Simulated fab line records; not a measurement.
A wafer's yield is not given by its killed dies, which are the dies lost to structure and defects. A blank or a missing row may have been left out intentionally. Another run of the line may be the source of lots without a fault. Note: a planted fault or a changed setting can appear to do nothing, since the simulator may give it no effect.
What tool caused it? + flow nand harc + 12 lots, 36 wafers sampled, at 2 steps of a route of 1302

## WHAT THE GAUGES SHOWED, per wafer
NHARC_P_M0_CD_MEAS_16.
| lot  | measured     | on        | cd nm (nm)     |
|------|--------------|-----------|----------------|
| L074 | day 6 15:29  | cd sem-01 | 89.0 89.1 89.7 |
| L077 | day 7 13:37  | cd sem-01 | 89.6 88.0 90.6 |
| L079 | day 8 07:04  | cd sem-02 | 90.3 89.7 89.6 |
| L081 | day 8 21:44  | cd sem-03 | 90.9 88.8 89.5 |
| L083 | day 9 21:17  | cd sem-02 | 90.2 91.4 90.5 |
| L085 | day 10 16:14 | cd sem-01 | 88.9 90.4 89.6 |
| L087 | day 12 01:52 | cd sem-02 | 89.0 90.0 89.1 |
| L088 | day 12 05:07 | cd sem-01 | 90.6 89.0 90.7 |
| L091 | day 13 02:27 | cd sem-03 | 91.0 91.0 91.1 |
| L093 | day 13 21:28 | cd sem-03 | 90.2 89.0 90.1 |
| L095 | day 14 20:54 | cd sem-02 | 91.4 92.0 92.7 |
| L097 | day 15 16:22 | cd sem-02 | 89.9 91.0 89.2 |

## TOOL THAT RAN EACH LOT (tool first, then ch and the chambers of the sampled wafers, then the start)
| lot  | NHARC_P_CONTACT_ETCH_36                       |
|------|-----------------------------------------------|
| L074 | rie diel-01 ch 0,2, day 6 15:29 or earlier    |
| L077 | rie diel-01 ch 0,2, day 7 13:37 or earlier    |
| L079 | rie diel-11 ch 0,2,3, day 8 07:04 or earlier  |
| L081 | rie diel-11 ch 0,1, day 8 21:44 or earlier    |
| L083 | rie diel-11 ch 0,1,2, day 9 21:17 or earlier  |
| L085 | rie diel-08 ch 2,3, day 10 16:14 or earlier   |
| L087 | rie diel-08 ch 0,1,3, day 12 01:52 or earlier |
| L088 | rie diel-11 ch 1,3, day 12 05:07 or earlier   |
| L091 | rie diel-01 ch 0,2, day 13 02:27 or earlier   |
| L093 | rie diel-08 ch 1,2,3, day 13 21:28 or earlier |
| L095 | rie diel-11 ch 0,1, day 14 20:54 or earlier   |
| L097 | rie diel-08 ch 1,3, day 15 16:22 or earlier   |
- NHARC_P_CONTACT_ETCH_36: etches the open film in N2/H2, target depth 260 nm, time 406.25 s.

## THE ANSWER, worked out from the rows above alone
Rule: the lots themselves supply what counts as usual. Put in order of their means at a reading, lots are off if they are a third of the lots or fewer, leave a main group of 4 or more, and stand apart from it by a gap of 3 or more times the standard deviation of the main group's means; of several such gaps the widest counts. If all means in a main group match to the digits the tables above print for the reading, that group is not used. Also off: a lot with no number at a reading for which 4 or more lots have one. Where the step has rows for the other lots, those lots are counted as sound.
Across all readings shown, no lot is off: no conclusion can be drawn from this.

## WHAT THE SIMULATOR HAD INSERTED
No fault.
